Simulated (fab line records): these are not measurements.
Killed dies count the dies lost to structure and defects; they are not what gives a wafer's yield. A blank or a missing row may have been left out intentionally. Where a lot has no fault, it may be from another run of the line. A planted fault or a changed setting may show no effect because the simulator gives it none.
Matching of chambers	flow n5-finfet	N5_BEOL_M7_PECVD_70 on pecvd-03 has 3 sister chambers
The step deposits SiO2 from TEOS/O2, target thk 20 nm, time 22.7 s. 18 wafers are shown with their chamber, then 9 later ones without.

## WAFERS WITH THEIR CHAMBER
wafer	chamber	throttle-valve-pct (%)	showerhead-plenum-p-Torr (Torr)	showerhead-vpp-V (V)
L075.1	0	24.4	8.94	1301
L075.2	1	23.8	8.89	1229
L075.5	2	19.6	8.78	1336
L079.2	0	24.6	8.95	1254
L079.3	1	23.7	8.90	1236
L079.6	1	23.6	8.92	1231
L084.4	2	19.6	8.78	1369
L084.5	0	24.3	8.94	1302
L084.6	1	23.7	8.91	1227
L086.1	2	19.9	8.78	1348
L086.2	0	24.3	8.96	1301
L086.6	0	24.4	8.93	1291
L089.1	2	19.5	8.78	1358
L089.5	0	24.3	8.95	1284
L089.6	1	24.0	8.89	1231
L088.1	1	23.7	8.90	1221
L088.3	2	19.6	8.79	1351
L088.5	0	24.3	8.94	1269

SIGNATURES, as means of the wafers listed above
reading	chamber 0	chamber 1	chamber 2	scatter within a chamber
throttle-valve-pct	24.371	23.750	19.640	0.132
showerhead-plenum-p-Torr	8.9443	8.9017	8.7820	0.00943
showerhead-vpp-V	1286.00	1229.17	1352.40	13.6
Rule: for each reading, subtract the chamber's mean from the wafer's reading, divide by that reading's scatter and square the result; add these up over the readings and take the root, which gives the wafer's distance from the chamber. If the next closest chamber is less than 2 further off than the closest, the wafer can't be placed; otherwise it belongs to the closest. The scatter: take each reading less its chamber's mean, square it, sum over the shown wafers, divide by the number of wafers less the number of chambers, and take the root.

## WAFERS MISSING THEIR CHAMBER
wafer	throttle-valve-pct (%)	showerhead-plenum-p-Torr (Torr)	showerhead-vpp-V (V)
L091.2	23.7	8.91	1231
L091.3	19.8	8.78	1345
L091.4	20.0	8.78	1320
L097.1	24.2	8.96	1298
L097.3	19.7	8.80	1338
L097.6	24.5	8.92	1310
L095.2	23.5	8.93	1234
L095.3	19.8	8.77	1356
L095.6	24.1	8.95	1265

## WHICH CHAMBER EACH ONE RAN IN
wafer	from the rows above	in truth
L091.2	1	1
L091.3	2	2
L091.4	2	2
L097.1	0	0
L097.3	2	2
L097.6	0	0
L095.2	1	1
L095.3	2	2
L095.6	0	0
Correctly placed: 9 of 9. Not placeable from these rows: 0. Wrongly placed: 0.
